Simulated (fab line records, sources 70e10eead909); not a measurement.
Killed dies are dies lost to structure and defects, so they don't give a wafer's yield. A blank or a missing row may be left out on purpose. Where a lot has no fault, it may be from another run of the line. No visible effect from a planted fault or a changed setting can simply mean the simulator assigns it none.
The tool behind it: which one? :: flow nandHarc :: 14 lots with 42 wafers sampled at 4 steps, on a route of 1159 steps

== WHAT THE GAUGES READ, wafer by wafer ==
The record lacks any reading of a measuring or inspecting step that a usual standard deviation could be used to judge.

== EACH LOT AND THE TOOL THAT RAN IT (in order: tool; ch and the chambers of the sampled wafers; start) ==
lot: L273
NHARC_A_STAIRCASE_TRIM_198: rieDiel-05 ch 0,3, day 10 13:00 or earlier
NHARC_A_STAIRCASE_DEVELOP_216: lithoTrack-05 ch 0, day 10 13:00
NHARC_A_STAIRCASE_TRIM_224: rieDiel-10 ch 2,3, no start
NHARC_A_STAIRCASE_ETCH_225: rieDiel-10 ch 0,1,2, no start

lot: L274
NHARC_A_STAIRCASE_TRIM_198: rieDiel-10 ch 0,1,2, day 11 11:00 or earlier
NHARC_A_STAIRCASE_DEVELOP_216: lithoTrack-02 ch 0, day 11 11:00
NHARC_A_STAIRCASE_TRIM_224: rieDiel-05 ch 1,2,3, no start
NHARC_A_STAIRCASE_ETCH_225: rieDiel-05 ch 0,1,3, no start

lot: L282
NHARC_A_STAIRCASE_TRIM_198: rieDiel-05 ch 1,2, day 13 07:00 or earlier
NHARC_A_STAIRCASE_DEVELOP_216: lithoTrack-02, day 13 07:00
NHARC_A_STAIRCASE_TRIM_224: rieDiel-05 ch 0,1, no start
NHARC_A_STAIRCASE_ETCH_225: rieDiel-05 ch 0,2, no start

lot: L280
NHARC_A_STAIRCASE_TRIM_198: rieDiel-05 ch 0,2, day 13 08:00 or earlier
NHARC_A_STAIRCASE_DEVELOP_216: lithoTrack-07, day 13 08:00
NHARC_A_STAIRCASE_TRIM_224: rieDiel-10 ch 1,2,3, no start
NHARC_A_STAIRCASE_ETCH_225: rieDiel-10 ch 1,2,3, no start

lot: L287
NHARC_A_STAIRCASE_TRIM_198: rieDiel-10 ch 0,1,2, day 14 12:00 or earlier
NHARC_A_STAIRCASE_DEVELOP_216: lithoTrack-05 ch 0, day 14 12:00
NHARC_A_STAIRCASE_TRIM_224: rieDiel-05 ch 1,2,3, no start
NHARC_A_STAIRCASE_ETCH_225: rieDiel-05 ch 1,2,3, no start

lot: L286
NHARC_A_STAIRCASE_TRIM_198: rieDiel-05 ch 1,2,3, day 14 12:00 or earlier
NHARC_A_STAIRCASE_DEVELOP_216: lithoTrack-02 ch 0, day 14 12:00
NHARC_A_STAIRCASE_TRIM_224: rieDiel-10 ch 0,2,3, no start
NHARC_A_STAIRCASE_ETCH_225: rieDiel-10 ch 1,3, no start

lot: L285
NHARC_A_STAIRCASE_TRIM_198: rieDiel-05 ch 1,2, day 14 19:00 or earlier
NHARC_A_STAIRCASE_DEVELOP_216: lithoTrack-02 ch 0, day 14 19:00
NHARC_A_STAIRCASE_TRIM_224: rieDiel-10 ch 0,1, no start
NHARC_A_STAIRCASE_ETCH_225: rieDiel-10 ch 2,3, no start

lot: L289
NHARC_A_STAIRCASE_TRIM_198: rieDiel-01 ch 1,2, day 15 01:00 or earlier
NHARC_A_STAIRCASE_DEVELOP_216: lithoTrack-02 ch 0, day 15 01:00
NHARC_A_STAIRCASE_TRIM_224: rieDiel-10 ch 0,1,3, no start
NHARC_A_STAIRCASE_ETCH_225: rieDiel-10 ch 1,3, no start

lot: L288
NHARC_A_STAIRCASE_TRIM_198: rieDiel-05 ch 0,2, day 15 02:00 or earlier
NHARC_A_STAIRCASE_DEVELOP_216: lithoTrack-07 ch 0, day 15 02:00
NHARC_A_STAIRCASE_TRIM_224: rieDiel-05 ch 0,1,2, no start
NHARC_A_STAIRCASE_ETCH_225: rieDiel-05 ch 0,1,2, no start

lot: L291
NHARC_A_STAIRCASE_TRIM_198: rieDiel-10 ch 0,1,3, day 15 15:00 or earlier
NHARC_A_STAIRCASE_DEVELOP_216: lithoTrack-05 ch 0, day 15 15:00
NHARC_A_STAIRCASE_TRIM_224: rieDiel-05 ch 0,2,3, no start
NHARC_A_STAIRCASE_ETCH_225: rieDiel-05 ch 0,1,3, no start

lot: L293
NHARC_A_STAIRCASE_TRIM_198: rieDiel-01 ch 1,2, day 16 02:00 or earlier
NHARC_A_STAIRCASE_DEVELOP_216: lithoTrack-07 ch 0, day 16 02:00
NHARC_A_STAIRCASE_TRIM_224: rieDiel-05 ch 0,2, no start
NHARC_A_STAIRCASE_ETCH_225: rieDiel-05 ch 0,3, no start

lot: L294
NHARC_A_STAIRCASE_TRIM_198: rieDiel-05 ch 0,3, day 16 03:00 or earlier
NHARC_A_STAIRCASE_DEVELOP_216: lithoTrack-02 ch 0, day 16 03:00
NHARC_A_STAIRCASE_TRIM_224: rieDiel-10 ch 1,2,3, no start
NHARC_A_STAIRCASE_ETCH_225: rieDiel-10 ch 0,1,2, no start

lot: L296
NHARC_A_STAIRCASE_TRIM_198: rieDiel-05 ch 1,2,3, day 16 11:00 or earlier
NHARC_A_STAIRCASE_DEVELOP_216: lithoTrack-02 ch 0, day 16 11:00
NHARC_A_STAIRCASE_TRIM_224: rieDiel-01 ch 1,3, no start
NHARC_A_STAIRCASE_ETCH_225: rieDiel-01 ch 0,3, no start

lot: L295
NHARC_A_STAIRCASE_TRIM_198: rieDiel-10 ch 0,1,2, day 16 16:00 or earlier
NHARC_A_STAIRCASE_DEVELOP_216: lithoTrack-02 ch 0, day 16 16:00
NHARC_A_STAIRCASE_TRIM_224: rieDiel-05 ch 1,2,3, no start
NHARC_A_STAIRCASE_ETCH_225: rieDiel-05 ch 0,3, no start
- NHARC_A_STAIRCASE_TRIM_198: chemistry O2, time 211.2 s.
- NHARC_A_STAIRCASE_DEVELOP_216: time 140 s.
- NHARC_A_STAIRCASE_TRIM_224: chemistry O2, time 211.2 s.
- NHARC_A_STAIRCASE_ETCH_225: etches the open film in C4F8/O2, target depth 100 nm, time 40.5 s.

== WHAT THE TOOLS THEMSELVES READ (means of the sampled wafers that have a number; where no wafer has one, the mark that the record gives instead) ==
NHARC_A_STAIRCASE_TRIM_198.
lot: L273
tool: rieDiel-05
chamberPressureMTorr (mTorr): 59.97
drypumpMotorCurrentA (A): 5.7
mfcArSccm (sccm): 0.022
oesProductAu (a.u.): 0.995
rfVppV (V): 57.7
showerheadPlenumPTorr (Torr): 3.34
throttleValvePct (%): 17.039

lot: L274
tool: rieDiel-10
chamberPressureMTorr (mTorr): 60.00
drypumpMotorCurrentA (A): 5.6
mfcArSccm (sccm): 0.027
oesProductAu (a.u.): 1.004
rfVppV (V): 56.9
showerheadPlenumPTorr (Torr): 3.62
throttleValvePct (%): 17.038

lot: L282
tool: rieDiel-05
chamberPressureMTorr (mTorr): 60.01
drypumpMotorCurrentA (A): 5.8
mfcArSccm (sccm): 0.004
oesProductAu (a.u.): 1.002
rfVppV (V): 57.5
showerheadPlenumPTorr (Torr): 3.52
throttleValvePct (%): 17.035

lot: L280
tool: rieDiel-05
chamberPressureMTorr (mTorr): 60.03
drypumpMotorCurrentA (A): 5.8
mfcArSccm (sccm): 0.022
oesProductAu (a.u.): 0.992
rfVppV (V): 57.3
showerheadPlenumPTorr (Torr): 3.36
throttleValvePct (%): 17.041

lot: L287
tool: rieDiel-10
chamberPressureMTorr (mTorr): 59.99
drypumpMotorCurrentA (A): 5.6
mfcArSccm (sccm): 0.027
oesProductAu (a.u.): 1.001
rfVppV (V): 57.8
showerheadPlenumPTorr (Torr): 3.61
throttleValvePct (%): 17.041

lot: L286
tool: rieDiel-05
chamberPressureMTorr (mTorr): 59.91
drypumpMotorCurrentA (A): 5.5
mfcArSccm (sccm): 0.008
oesProductAu (a.u.): 1.004
rfVppV (V): 57.7
showerheadPlenumPTorr (Torr): 3.50
throttleValvePct (%): 17.046

lot: L285
tool: rieDiel-05
chamberPressureMTorr (mTorr): 59.99
drypumpMotorCurrentA (A): 5.8
mfcArSccm (sccm): 0.004
oesProductAu (a.u.): 1.003
rfVppV (V): 57.7
showerheadPlenumPTorr (Torr): 3.52
throttleValvePct (%): 17.044

lot: L289
tool: rieDiel-01
chamberPressureMTorr (mTorr): 59.97
drypumpMotorCurrentA (A): 5.6
mfcArSccm (sccm): 0.013
oesProductAu (a.u.): 1.000
rfVppV (V): 58.2
showerheadPlenumPTorr (Torr): 3.45
throttleValvePct (%): 17.020

lot: L288
tool: rieDiel-05
chamberPressureMTorr (mTorr): 60.02
drypumpMotorCurrentA (A): 5.8
mfcArSccm (sccm): 0.022
oesProductAu (a.u.): 0.995
rfVppV (V): 58.0
showerheadPlenumPTorr (Torr): 3.35
throttleValvePct (%): 17.039

lot: L291
tool: rieDiel-10
chamberPressureMTorr (mTorr): 60.06
drypumpMotorCurrentA (A): 5.3
mfcArSccm (sccm): 0.024
oesProductAu (a.u.): 1.008
rfVppV (V): 58.8
showerheadPlenumPTorr (Torr): 3.58
throttleValvePct (%): 17.031

lot: L293
tool: rieDiel-01
chamberPressureMTorr (mTorr): 59.96
drypumpMotorCurrentA (A): 5.6
mfcArSccm (sccm): 0.013
oesProductAu (a.u.): 1.008
rfVppV (V): 57.1
showerheadPlenumPTorr (Torr): 3.44
throttleValvePct (%): 17.044

lot: L294
tool: rieDiel-05
chamberPressureMTorr (mTorr): 59.95
drypumpMotorCurrentA (A): 5.7
mfcArSccm (sccm): 0.022
oesProductAu (a.u.): 1.008
rfVppV (V): 58.3
showerheadPlenumPTorr (Torr): 3.68
throttleValvePct (%): 17.039

lot: L296
tool: rieDiel-05
chamberPressureMTorr (mTorr): 60.01
drypumpMotorCurrentA (A): 5.4
mfcArSccm (sccm): 0.008
oesProductAu (a.u.): 1.007
rfVppV (V): 57.7
showerheadPlenumPTorr (Torr): 3.49
throttleValvePct (%): 17.039

lot: L295
tool: rieDiel-10
chamberPressureMTorr (mTorr): 60.02
drypumpMotorCurrentA (A): 5.6
mfcArSccm (sccm): 0.027
oesProductAu (a.u.): 1.002
rfVppV (V): 57.7
showerheadPlenumPTorr (Torr): 3.60
throttleValvePct (%): 17.033

NHARC_A_STAIRCASE_DEVELOP_216.
lot: L273
tool: lithoTrack-05
chillPlateTempC (C): 22.93
exhaustPa (Pa): 45.3

lot: L274
tool: lithoTrack-02
chillPlateTempC (C): 22.87
exhaustPa (Pa): 45.1

lot: L282
tool: lithoTrack-02
chillPlateTempC (C): -
exhaustPa (Pa): -

lot: L280
tool: lithoTrack-07
chillPlateTempC (C): -
exhaustPa (Pa): -

lot: L287
tool: lithoTrack-05
chillPlateTempC (C): 22.89
exhaustPa (Pa): 45.2

lot: L286
tool: lithoTrack-02
chillPlateTempC (C): 23.03
exhaustPa (Pa): 45.5

lot: L285
tool: lithoTrack-02
chillPlateTempC (C): 23.10
exhaustPa (Pa): 44.3

lot: L289
tool: lithoTrack-02
chillPlateTempC (C): 23.02
exhaustPa (Pa): 44.5

lot: L288
tool: lithoTrack-07
chillPlateTempC (C): 22.88
exhaustPa (Pa): 43.9

lot: L291
tool: lithoTrack-05
chillPlateTempC (C): 23.06
exhaustPa (Pa): 46.3

lot: L293
tool: lithoTrack-07
chillPlateTempC (C): 22.92
exhaustPa (Pa): 44.5

lot: L294
tool: lithoTrack-02
chillPlateTempC (C): 22.99
exhaustPa (Pa): 43.7

lot: L296
tool: lithoTrack-02
chillPlateTempC (C): 23.15
exhaustPa (Pa): 44.9

lot: L295
tool: lithoTrack-02
chillPlateTempC (C): 23.00
exhaustPa (Pa): 45.4

NHARC_A_STAIRCASE_TRIM_224.
lot: L273
tool: rieDiel-10
chamberPressureMTorr (mTorr): 59.94
drypumpMotorCurrentA (A): 5.8
mfcArSccm (sccm): 0.041
oesProductAu (a.u.): 1.007
rfVppV (V): 58.4
showerheadPlenumPTorr (Torr): 3.70
throttleValvePct (%): 17.038

lot: L274
tool: rieDiel-05
chamberPressureMTorr (mTorr): 59.99
drypumpMotorCurrentA (A): 5.5
mfcArSccm (sccm): 0.008
oesProductAu (a.u.): 0.998
rfVppV (V): 58.3
showerheadPlenumPTorr (Torr): 3.51
throttleValvePct (%): 17.032

lot: L282
tool: rieDiel-05
chamberPressureMTorr (mTorr): 60.00
drypumpMotorCurrentA (A): 6.1
mfcArSccm (sccm): 0.018
oesProductAu (a.u.): 0.997
rfVppV (V): 57.6
showerheadPlenumPTorr (Torr): 3.35
throttleValvePct (%): 17.042

lot: L280
tool: rieDiel-10
chamberPressureMTorr (mTorr): 60.01
drypumpMotorCurrentA (A): 5.6
mfcArSccm (sccm): 0.032
oesProductAu (a.u.): 0.997
rfVppV (V): 58.1
showerheadPlenumPTorr (Torr): 3.71
throttleValvePct (%): 17.045

lot: L287
tool: rieDiel-05
chamberPressureMTorr (mTorr): 59.99
drypumpMotorCurrentA (A): 5.5
mfcArSccm (sccm): 0.008
oesProductAu (a.u.): 1.002
rfVppV (V): 58.0
showerheadPlenumPTorr (Torr): 3.50
throttleValvePct (%): 17.033

lot: L286
tool: rieDiel-10
chamberPressureMTorr (mTorr): 59.99
drypumpMotorCurrentA (A): 5.6
mfcArSccm (sccm): 0.033
oesProductAu (a.u.): 1.004
rfVppV (V): 58.3
showerheadPlenumPTorr (Torr): 3.56
throttleValvePct (%): 17.027

lot: L285
tool: rieDiel-10
chamberPressureMTorr (mTorr): 60.00
drypumpMotorCurrentA (A): 5.4
mfcArSccm (sccm): 0.018
oesProductAu (a.u.): 1.000
rfVppV (V): 57.5
showerheadPlenumPTorr (Torr): 3.63
throttleValvePct (%): 17.041

lot: L289
tool: rieDiel-10
chamberPressureMTorr (mTorr): 59.97
drypumpMotorCurrentA (A): 5.3
mfcArSccm (sccm): 0.024
oesProductAu (a.u.): 1.006
rfVppV (V): 57.8
showerheadPlenumPTorr (Torr): 3.59
throttleValvePct (%): 17.042

lot: L288
tool: rieDiel-05
chamberPressureMTorr (mTorr): 60.01
drypumpMotorCurrentA (A): 5.8
mfcArSccm (sccm): 0.013
oesProductAu (a.u.): 0.988
rfVppV (V): 57.3
showerheadPlenumPTorr (Torr): 3.43
throttleValvePct (%): 17.041

lot: L291
tool: rieDiel-05
chamberPressureMTorr (mTorr): 59.94
drypumpMotorCurrentA (A): 5.4
mfcArSccm (sccm): 0.017
oesProductAu (a.u.): 0.999
rfVppV (V): 57.2
showerheadPlenumPTorr (Torr): 3.60
throttleValvePct (%): 17.040

lot: L293
tool: rieDiel-05
chamberPressureMTorr (mTorr): 60.01
drypumpMotorCurrentA (A): 5.8
mfcArSccm (sccm): 0.022
oesProductAu (a.u.): 0.999
rfVppV (V): 58.5
showerheadPlenumPTorr (Torr): 3.71
throttleValvePct (%): 17.038

lot: L294
tool: rieDiel-10
chamberPressureMTorr (mTorr): 60.02
drypumpMotorCurrentA (A): 5.6
mfcArSccm (sccm): 0.032
oesProductAu (a.u.): 1.004
rfVppV (V): 58.6
showerheadPlenumPTorr (Torr): 3.70
throttleValvePct (%): 17.037

lot: L296
tool: rieDiel-01
chamberPressureMTorr (mTorr): 59.98
drypumpMotorCurrentA (A): 5.7
mfcArSccm (sccm): 0.036
oesProductAu (a.u.): 1.006
rfVppV (V): 58.8
showerheadPlenumPTorr (Torr): 3.70
throttleValvePct (%): 17.036

lot: L295
tool: rieDiel-05
chamberPressureMTorr (mTorr): 60.02
drypumpMotorCurrentA (A): 5.4
mfcArSccm (sccm): 0.008
oesProductAu (a.u.): 1.011
rfVppV (V): 58.0
showerheadPlenumPTorr (Torr): 3.49
throttleValvePct (%): 17.029

NHARC_A_STAIRCASE_ETCH_225.
lot: L273
tool: rieDiel-10
chamberPressureMTorr (mTorr): 25.011
oesProductAu (a.u.): 0.951
rfVppV (V): 900

lot: L274
tool: rieDiel-05
chamberPressureMTorr (mTorr): 24.997
oesProductAu (a.u.): 0.935
rfVppV (V): 892

lot: L282
tool: rieDiel-05
chamberPressureMTorr (mTorr): 25.009
oesProductAu (a.u.): 0.941
rfVppV (V): 889

lot: L280
tool: rieDiel-10
chamberPressureMTorr (mTorr): 24.975
oesProductAu (a.u.): 0.936
rfVppV (V): 904

lot: L287
tool: rieDiel-05
chamberPressureMTorr (mTorr): 25.007
oesProductAu (a.u.): 0.943
rfVppV (V): 895

lot: L286
tool: rieDiel-10
chamberPressureMTorr (mTorr): 25.001
oesProductAu (a.u.): 0.938
rfVppV (V): 904

lot: L285
tool: rieDiel-10
chamberPressureMTorr (mTorr): 24.992
oesProductAu (a.u.): 0.939
rfVppV (V): 901

lot: L289
tool: rieDiel-10
chamberPressureMTorr (mTorr): 24.996
oesProductAu (a.u.): 0.943
rfVppV (V): 904

lot: L288
tool: rieDiel-05
chamberPressureMTorr (mTorr): 25.004
oesProductAu (a.u.): 0.946
rfVppV (V): 893

lot: L291
tool: rieDiel-05
chamberPressureMTorr (mTorr): 25.001
oesProductAu (a.u.): 0.941
rfVppV (V): 898

lot: L293
tool: rieDiel-05
chamberPressureMTorr (mTorr): 25.000
oesProductAu (a.u.): 0.941
rfVppV (V): 897

lot: L294
tool: rieDiel-10
chamberPressureMTorr (mTorr): 24.984
oesProductAu (a.u.): 0.948
rfVppV (V): 899

lot: L296
tool: rieDiel-01
chamberPressureMTorr (mTorr): 25.011
oesProductAu (a.u.): 0.943
rfVppV (V): 901

lot: L295
tool: rieDiel-05
chamberPressureMTorr (mTorr): 25.021
oesProductAu (a.u.): 0.942
rfVppV (V): 902

== THE ANSWER, worked out from the rows above alone ==
Rule: the usual values come from the lots themselves. The widest of any qualifying gaps counts: lots, ordered by their means at a reading, are off when they make up no more than a third of the lots, leave a main group of 4 or more, and stand apart from it by 3 or more times the standard deviation of that group's means. A main group whose means are all the same, to the digits that the tables above print for the reading, isn't used. A lot without any number at a reading at which 4 lots or more have one is off too. The other lots that the step has rows for count as sound. After the gauges, taken in route order, come the tools' own readings; for these a lot's mean is taken, as printed above. The first step at which some lot is off is used, and at that step the reading that is off furthest; a lot without a number counts as furthest.
Off, at NHARC_A_STAIRCASE_DEVELOP_216 on chillPlateTempC: L282, L280. Without a number there: L282, L280. Mean 22.99 C and standard deviation 0.087 in the main group.
If a tool, at that step or one of the process steps before it, ran each lot that is off and ran no sound lot following the first of them, it fits. NHARC_A_STAIRCASE_TRIM_198: start missing for some lots; hours and lot order therefore follow NHARC_A_STAIRCASE_DEVELOP_216. None of those tried fits.

== WHAT WAS PUT IN BY THE SIMULATOR ==
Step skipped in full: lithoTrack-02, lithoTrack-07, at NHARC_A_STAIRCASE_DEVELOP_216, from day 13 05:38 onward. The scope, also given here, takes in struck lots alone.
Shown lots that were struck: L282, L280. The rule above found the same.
